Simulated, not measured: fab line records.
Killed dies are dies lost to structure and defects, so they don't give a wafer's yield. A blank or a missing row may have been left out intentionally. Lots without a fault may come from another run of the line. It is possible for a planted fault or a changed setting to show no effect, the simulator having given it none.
Struck lot and sound lot, side by side    flow n5Finfet    15 steps out of a route of 1938
Sound: wafers L731.2, L731.3, L731.5. Struck: wafer L738.6. (L738.2, L738.5 of the same lot were not struck and are left out.) The cause comes at the end.
Each step with rows lists, per side, the tool, then ch with its chambers, then its first start. Under that, the readings that differ: sound wafers    struck wafers    difference of the means    sigmas: that difference in standard deviations of wafers without a fault.
alike: same words and numbers on both sides, and readings whose means sit less than 2 such deviations apart. not compared: any withheld reading, any reading some wafer has no value for, any bound like >300 that may hide the same value, and any number with overlapping values for which the record gives no deviation.
A row with sigmas, a row that says differs or no value, or rows on one side alone: a step with any of these is where the two part. When numbers do not overlap yet have no deviation, they are printed without sigmas and do not part them. Lack of a reading on every wafer of one side parts them only where that side has two or more wafers.

N5_BEOL_M9_OVL_MEAS_12:
  sound on overlay-02 ch 0, day 10 13:22; struck on overlay-02 ch 0, day 13 00:58
  alike: M9_OVL
N5_BEOL_M9_INSPECT_13: inspects for defects (brightfield).
  struck on defectInspect-02, day 13 00:59; sound on defectInspect-01, day 10 13:23
reading         sound        struck  difference  sigmas
rawDefectCount  703 541 553  363     -236        -2
N5_BEOL_M9_DESCUM_16: chemistry O2, time 7.9 s.
  sound on rieDiel-02 ch 2,3, day 10 13:38; struck on rieDiel-02 ch 2, day 13 01:05
reading               sound              struck  difference  sigmas
throttleValvePct (%)  20.02 20.90 20.03  20.93   +0.61       +2
  alike: drypumpMotorCurrentA, oesProductAu, rfFwdPowerW, rfVppV, showerheadPlenumPTorr
  not compared: rfHoursCounterH
then, 1 step without rows for these wafers: N5_BEOL_M9_ETCH_61 (etches SiARC in CF4, target depth 39 nm, time 65 s).
N5_BEOL_M9_ETCH_62: etches SOC in N2/H2, target depth 110 nm, overetch 22 nm, time 165 s.
  sound on rieDiel-02 ch 2,3, day 10 13:43; struck on rieDiel-02 ch 2, day 13 01:11
reading               sound              struck  difference  sigmas
throttleValvePct (%)  17.26 18.21 17.24  18.22   +0.65       +2
  alike: drypumpMotorCurrentA, oesProductAu, rfFwdPowerW, rfVppV, showerheadPlenumPTorr
  not compared: rfHoursCounterH
then, 1 step without rows for these wafers: N5_BEOL_M9_STRIP_68 (strips in N2/H2).
N5_BEOL_M9_STRIP_67: strips in CF4.
  sound on rieDiel-02 ch 2,3, day 10 13:52; struck on rieDiel-02 ch 2, day 13 01:19
  alike: drypumpMotorCurrentA, oesProductAu, rfVppV, showerheadPlenumPTorr, throttleValvePct
  not compared: rfHoursCounterH
N5_BEOL_M9_HM_OPEN_17: chemistry Cl2/BCl3, target TiN, target depth 20 nm, overetch 6 nm.
  sound on rieMetal-03 ch 0,1, day 10 13:54; struck on rieMetal-01 ch 1, day 13 01:22
reading           sound              struck  difference  sigmas
mfcArSccm (sccm)  24.99 25.03 24.96  25.21   +0.22       +3
  alike: drypumpMotorCurrentA, oesProductAu, rfFwdPowerW, throttleValvePct
  not compared: rfHoursCounterH
N5_BEOL_M9_STRIP_19: strips in O2.
  sound on rieDiel-02 ch 1,2,3, day 10 14:01; struck on rieDiel-06 ch 0, day 13 01:28
  alike: drypumpMotorCurrentA, oesProductAu, rfVppV, showerheadPlenumPTorr, throttleValvePct
  not compared: rfHoursCounterH
N5_BEOL_M9_CD_MEAS_18: pitch 140 nm, target cd 70 nm.
  struck on cdSem-01, day 13 01:33; sound on cdSem-03, day 10 14:05
  alike: cdNm
then, 2 steps without rows for these wafers: N5_BEOL_M9_COAT_63 (time 60 s, resist thk 60 nm); N5_BEOL_M9_COAT_64 (time 60 s, resist thk 12 nm).
N5_BEOL_M9_COAT_75: time 60 s, resist thk 5 nm.
  sound on lithoTrack-01 ch 0, day 10 14:55; struck on lithoTrack-03 ch 0, day 13 04:42
reading         sound              struck  difference  sigmas
runLengthS (s)  65.80 65.89 65.68  76.43   +10.64      +44
then, 1 step without rows for these wafers: N5_BEOL_M9_COAT_22 (resist thk 30 nm).
-- a jump in the record: the struck wafers' starts before and after are 2 days apart (it breaks off in module BEOL_M9 and resumes in module PASSIVATION, where the first step shown is number 1936 of the route) --
N5_PASSIVATION_PROBE_49:
  struck on prober-02, day 15 15:37; sound on prober-02, day 13 06:41
reading             sound     struck  difference  sigmas
killed_at_M0_to_M3  22 37 20  51      +25         +3
  alike: defectLimitedYield, killed_at_M4_up, killedAtContacts, killedAtFrontEnd, killedAtOther, killedDies, killedOpen, killedShort, sort_bin_5_function, sort_bin_6_memory, sortNPass, sortYieldPct

WHERE THEY PART
First at N5_BEOL_M9_INSPECT_13; last, within this record, at N5_PASSIVATION_PROBE_49.

WHY: the cause the simulator had injected
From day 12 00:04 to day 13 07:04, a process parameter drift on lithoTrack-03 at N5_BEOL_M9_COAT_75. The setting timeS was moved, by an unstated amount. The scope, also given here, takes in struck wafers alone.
